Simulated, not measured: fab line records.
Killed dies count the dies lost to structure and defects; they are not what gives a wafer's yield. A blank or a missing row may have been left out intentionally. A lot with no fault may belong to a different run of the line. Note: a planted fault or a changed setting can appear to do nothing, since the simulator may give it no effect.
2 desks, one fault	flow n5Finfet	only its own numbers are on each desk; what lay behind them is given at the end

TOOL OWNER'S DESK, rieDiel-02
The tool's own readings at N5_BEOL_M0_SAQP_CUT_ETCH_46 (etches SOC in N2/H2, target depth 135 nm, overetch 27 nm, time 202.5 s): means of the sampled wafers that have a number, for each lot that ran on this tool. If a lot's mean is further than 4 standard deviations from the usual mean, the lot is out of limits and carries the mark OUT (the distance appears in the brackets).
Columns: A = biasW at N5_BEOL_M0_SAQP_CUT_ETCH_46, usual 150.1 W; B = drypumpMotorCurrentA at N5_BEOL_M0_SAQP_CUT_ETCH_46, usual 5.7 A; C = rfVppV at N5_BEOL_M0_SAQP_CUT_ETCH_46, usual 523.6 V; D = showerheadPlenumPTorr at N5_BEOL_M0_SAQP_CUT_ETCH_46, usual 2.54 Torr; E = tempC at N5_BEOL_M0_SAQP_CUT_ETCH_46, usual 39.98 C; F = throttleValvePct at N5_BEOL_M0_SAQP_CUT_ETCH_46, usual 17.82 %
lot	first seen here	A	B	C	D	E	F
L945	day 6 22:59	149.9	5.4	522.7	2.50	39.97	17.60
L949	day 8 00:44	149.7	5.3	520.4	2.46	40.06	17.78
L954	day 9 04:11	150.3	5.4	522.1	2.47	39.97	17.88
L962	day 11 20:35	150.0	5.5	522.4	2.50	40.04	17.75
Result from this desk: across the 4 lots, nothing is out of limits.

METROLOGY DESK
What the gauges read for every lot (on any tool): the sampled wafers with a number, averaged. If a lot's mean is further than 4 standard deviations from the usual mean, the lot is out of limits and carries the mark OUT (the distance appears in the brackets). Shown here are 7 of its 10 readings, the ones lying furthest out on some lot.
Columns: A = DIBL_P at N5_BEOL_M4_RC_MEAS_101, usual 36.2 mV/V; B = IOFF_P at N5_BEOL_M4_RC_MEAS_101, usual 0.21 nA/um; C = ION_N at N5_BEOL_M4_RC_MEAS_101, usual 679 uA/um; D = ION_P at N5_BEOL_M4_RC_MEAS_101, usual 465 uA/um; E = SS_N at N5_BEOL_M4_RC_MEAS_101, usual 71.4 mV/dec; F = SS_P at N5_BEOL_M4_RC_MEAS_101, usual 73.3 mV/dec; G = VT_N at N5_BEOL_M4_RC_MEAS_101, usual 249 mV
lot	first seen here	A	B	C	D	E	F	G
L945	day 9 14:11	34.9	0.18	672	459	70.8	73.4	251
L949	day 10 14:05	36.4	0.20	666	462	71.2	73.6	253
L954	day 11 20:29	35.5	0.20	667	458	71.3	72.7	251
L962	day 14 08:51	38.6	0.23	679	464	71.3	73.2	249
Result from this desk: across the 4 lots, nothing is out of limits.

TAKEN TOGETHER
The desk of the tool owner found nothing out of limits.
Metrology desk: nothing out of limits seen.

WHAT WAS PUT IN BY THE SIMULATOR
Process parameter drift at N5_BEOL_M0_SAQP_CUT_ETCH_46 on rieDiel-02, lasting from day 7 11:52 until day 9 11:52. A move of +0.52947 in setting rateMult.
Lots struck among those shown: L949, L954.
